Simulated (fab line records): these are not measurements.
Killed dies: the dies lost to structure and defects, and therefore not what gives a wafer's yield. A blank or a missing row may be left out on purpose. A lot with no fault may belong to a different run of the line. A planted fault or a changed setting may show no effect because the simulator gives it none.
Matching of chambers || flow n5Finfet || 4 sister chambers for N5_SDB_ETCH_25 on rieDiel-06
The step etches SiO2 in C4F6/O2, target depth 10 nm, time 3.3 s. 4 wafers are shown with their chamber, then 11 later ones without.

## WAFERS PAIRED WITH THEIR CHAMBERS
{"wafer": "L085.4", "chamber": 0, "rfVppV (V)": 685}
{"wafer": "L086.3", "chamber": 2, "rfVppV (V)": 639}
{"wafer": "L086.5", "chamber": 3, "rfVppV (V)": 662}
{"wafer": "L088.1", "chamber": 1, "rfVppV (V)": 673}

## WAFERS WHOSE CHAMBER IS MISSING
{"wafer": "L088.3", "rfVppV (V)": 640}
{"wafer": "L088.6", "rfVppV (V)": 663}
{"wafer": "L090.4", "rfVppV (V)": 638}
{"wafer": "L090.5", "rfVppV (V)": 672}
{"wafer": "L090.6", "rfVppV (V)": 661}
{"wafer": "L091.2", "rfVppV (V)": 663}
{"wafer": "L091.4", "rfVppV (V)": 639}
{"wafer": "L091.6", "rfVppV (V)": 662}
{"wafer": "L094.1", "rfVppV (V)": 682}
{"wafer": "L094.2", "rfVppV (V)": 672}
{"wafer": "L094.6", "rfVppV (V)": 675}

## CHAMBER TAKEN BY EACH
{"wafer": "L088.3", "from the rows above": 2, "in truth": 2}
{"wafer": "L088.6", "from the rows above": 3, "in truth": 3}
{"wafer": "L090.4", "from the rows above": 2, "in truth": 2}
{"wafer": "L090.5", "from the rows above": 1, "in truth": 1}
{"wafer": "L090.6", "from the rows above": 3, "in truth": 3}
{"wafer": "L091.2", "from the rows above": 3, "in truth": 3}
{"wafer": "L091.4", "from the rows above": 2, "in truth": 2}
{"wafer": "L091.6", "from the rows above": 3, "in truth": 3}
{"wafer": "L094.1", "from the rows above": 0, "in truth": 0}
{"wafer": "L094.2", "from the rows above": 1, "in truth": 1}
{"wafer": "L094.6", "from the rows above": 1, "in truth": 1}
Correctly placed: 11 of 11. Left unplaced by these rows: 0. Wrongly placed: 0.
How it was worked out, from the rows above alone: a wafer's distance from a chamber is the root of the sum, over the readings, of the square of ((its reading less the chamber's mean) divided by the reading's scatter). If the next closest chamber is less than 2 further off than the closest, the wafer can't be placed; otherwise it belongs to the closest. A chamber's mean is the mean of its shown wafers. The scatter (one wafer shown for each chamber): square how far every hidden wafer sits from the nearest shown wafer, average those squares and take the square root.
